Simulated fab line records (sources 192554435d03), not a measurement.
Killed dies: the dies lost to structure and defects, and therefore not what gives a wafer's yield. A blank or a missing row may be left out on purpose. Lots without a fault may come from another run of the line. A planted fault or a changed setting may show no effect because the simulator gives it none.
Which of the tools did it?    flow n5_finfet    36 wafers sampled from 12 lots at 1 step of a route of 1938

## WHAT EACH GAUGE READ, for each wafer
N5_MOL_CONTACT_COAG_CD_MEAS_137: target cd 16 nm.
lot   measured      on         cd_nm (nm)
L075  day 5 10:10   cd_sem-02  16.4 16.3 16.1
L077  day 6 02:31   cd_sem-03  16.8 15.5 15.7
L079  day 6 16:28   cd_sem-03  16.0 16.1 16.4
L081  day 7 00:46   cd_sem-03  15.8 16.4 15.6
L083  day 7 09:41   cd_sem-03  16.0 16.5 16.4
L085  day 7 22:08   cd_sem-03  16.2 16.5 15.8
L087  day 8 13:12   cd_sem-01  15.8 16.2 15.7
L089  day 8 22:31   cd_sem-01  16.2 16.6 15.8
L091  day 9 10:53   cd_sem-02  16.2 15.6 15.6
L094  day 10 06:15  cd_sem-01  16.1 15.7 15.7
L095  day 10 10:00  cd_sem-02  16.2 15.6 15.7
L097  day 10 23:17  cd_sem-01  16.2 16.6 16.0

## EACH LOT AND THE TOOL THAT RAN IT (in order: tool; ch and the chambers of the sampled wafers; start)
There is no process step in the record ahead of these readings.

## THE ANSWER, worked out from the rows above alone
Rule: usual is defined by the lots themselves. Put in order of their means at a reading, lots are off if they are a third of the lots or fewer, leave a main group of 4 or more, and stand apart from it by a gap of 3 or more times the standard deviation of the main group's means; of several such gaps the widest counts. The tables above print the reading to a certain number of digits; a main group whose means all agree to those digits is not used. A lot without any number at a reading at which 4 lots or more have one is off too. All remaining lots with rows at the step are treated as sound.
Across all readings shown, no lot is off: no conclusion can be drawn from this.

## WHAT THE SIMULATOR HAD INSERTED
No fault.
